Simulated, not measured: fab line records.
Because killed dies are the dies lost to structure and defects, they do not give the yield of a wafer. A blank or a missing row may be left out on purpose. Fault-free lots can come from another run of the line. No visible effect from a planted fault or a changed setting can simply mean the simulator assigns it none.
Comparing a struck lot with a sound one | flow n5_finfet | 15 out of 1938 route steps
Sound: these wafers, L551.2, L551.3, L551.4. Struck: wafer L555.4 (left out: L555.2, L555.6 of the same lot, which were not struck); the cause appears at the end.
Order at every step that has rows: each side's tool, ch and its chambers, its first start. Under that, the readings that differ: sound wafers | struck wafers | difference of the means | sigmas: that difference in standard deviations of wafers without a fault.
alike: readings whose means differ by less than 2 such deviations, and words and numbers that are the same on both sides. not compared: withheld readings, readings that some wafer has no value for, bounds like >300 that may hide the same value, and numbers for which the record gives no deviation and whose values overlap.
A row with sigmas, a row that says differs or no value, or rows on one side alone: a step with any of these is where the two part. Numbers that have no deviation but don't overlap get no sigmas and don't part them. A reading that every wafer of one side lacks parts them only if that side has two wafers or more.

first, 3 steps without rows for these wafers: N5_BEOL_M7_EXPOSE_25 (exposes mask V6, target cd 40 nm); N5_BEOL_M7_PEB_26 (peb time 60 s); N5_BEOL_M7_DEVELOP_27 (develop time 30 s).
N5_BEOL_M7_CD_MEAS_28: target cd 40 nm.
  sound on cd_sem-03 ch 0, day 11 11:47; struck on cd_sem-03 ch 0, day 12 12:37
  alike: cd_nm
N5_BEOL_M7_OVL_MEAS_29:
  sound on overlay-01 ch 0, day 11 11:50; struck on overlay-01 ch 0, day 12 12:38
  alike: V6_OVL
N5_BEOL_M7_INSPECT_30: inspects for defects (brightfield).
  struck on defect_inspect-01, day 12 12:42; sound on defect_inspect-02, day 11 11:53
  alike: raw_defect_count
N5_BEOL_M7_DESCUM_33: chemistry O2, time 7 s.
  sound on rie_diel-02 ch 0,2,3, day 11 12:01; struck on rie_diel-02 ch 1, day 12 13:13
  reading                | sound     | struck | difference | sigmas
  rf_hours_counter_h (h) | 163 16 96 | 173    | +81        |
  alike: drypump_motor_current_A, oes_product_au, rf_vpp_V, showerhead_plenum_p_Torr, throttle_valve_pct
N5_BEOL_M7_ETCH_72: etches underlayer in N2/H2, target depth 6.5 nm, time 5.2 s.
  sound on rie_diel-02 ch 0,2,3, day 11 12:04; struck on rie_diel-02 ch 1, day 12 13:14
  reading                | sound     | struck | difference | sigmas
  rf_hours_counter_h (h) | 163 16 96 | 173    | +81        |
  alike: bias_w, drypump_motor_current_A, etch_rf_on_time_s, oes_product_au, rf_vpp_V, showerhead_plenum_p_Torr, throttle_valve_pct
N5_BEOL_M7_ETCH_65: etches SiARC in CF4, target depth 15.6 nm, time 26 s.
  sound on rie_diel-02 ch 0,2,3, day 11 12:05; struck on rie_diel-02 ch 1, day 12 13:16
  reading                | sound             | struck | difference | sigmas
  bias_w (W)             | 35.79 35.67 35.88 | 36.14  | +0.36      | +3
  rf_hours_counter_h (h) | 163 16 96         | 173    | +81        |
  alike: drypump_motor_current_A, etch_rf_on_time_s, oes_product_au, rf_vpp_V, showerhead_plenum_p_Torr, throttle_valve_pct
N5_BEOL_M7_ETCH_66: etches SOC in N2/H2, target depth 80 nm, overetch 16 nm, time 120 s.
  sound on rie_diel-02 ch 0,2,3, day 11 12:06; struck on rie_diel-02 ch 1, day 12 13:17
  reading                | sound             | struck | difference | sigmas
  bias_w (W)             | 150.1 150.4 150.7 | 149.5  | -0.9       | -2
  rf_hours_counter_h (h) | 163 16 96         | 173    | +81        |
  alike: drypump_motor_current_A, oes_product_au, rf_vpp_V, showerhead_plenum_p_Torr, throttle_valve_pct
then, 2 steps without rows for these wafers: N5_BEOL_M7_STRIP_69 (strips in N2/H2); N5_BEOL_M7_STRIP_73 (strips in N2/H2).
N5_BEOL_M7_VIA_ETCH_34: etches SiCOH lowk in C4F6/O2, target depth 125.5 nm, time 50.5 s.
  sound on rie_diel-02 ch 0,2,3, day 11 12:12; struck on rie_diel-02 ch 1, day 12 13:23
  reading                | sound             | struck | difference | sigmas
  bias_w (W)             | 185.5 184.7 184.8 | 173.3  | -11.7      | -21
  rf_hours_counter_h (h) | 163 16 96         | 173    | +81        |
  rf_vpp_V (V)           | 660 673 673       | 614    | -55        | -3
  alike: drypump_motor_current_A, oes_product_au, showerhead_plenum_p_Torr, throttle_valve_pct
then, 1 step without rows for these wafers: N5_BEOL_M7_STRIP_76 (strips in C4F6/O2).
-- a jump in the record: the struck wafers' starts before and after are 3 days apart (it breaks off in module BEOL_M7 and resumes in module PASSIVATION, where the first step shown is number 1936 of the route) --
N5_PASSIVATION_PROBE_49:
  the record has rows for the struck wafers here (prober-01, day 15 20:32) and none for the sound ones

== WHERE THEY PART ==
Last at N5_PASSIVATION_PROBE_49 as far as this record goes, first at N5_BEOL_M7_ETCH_65.

WHY: what the simulator had put in
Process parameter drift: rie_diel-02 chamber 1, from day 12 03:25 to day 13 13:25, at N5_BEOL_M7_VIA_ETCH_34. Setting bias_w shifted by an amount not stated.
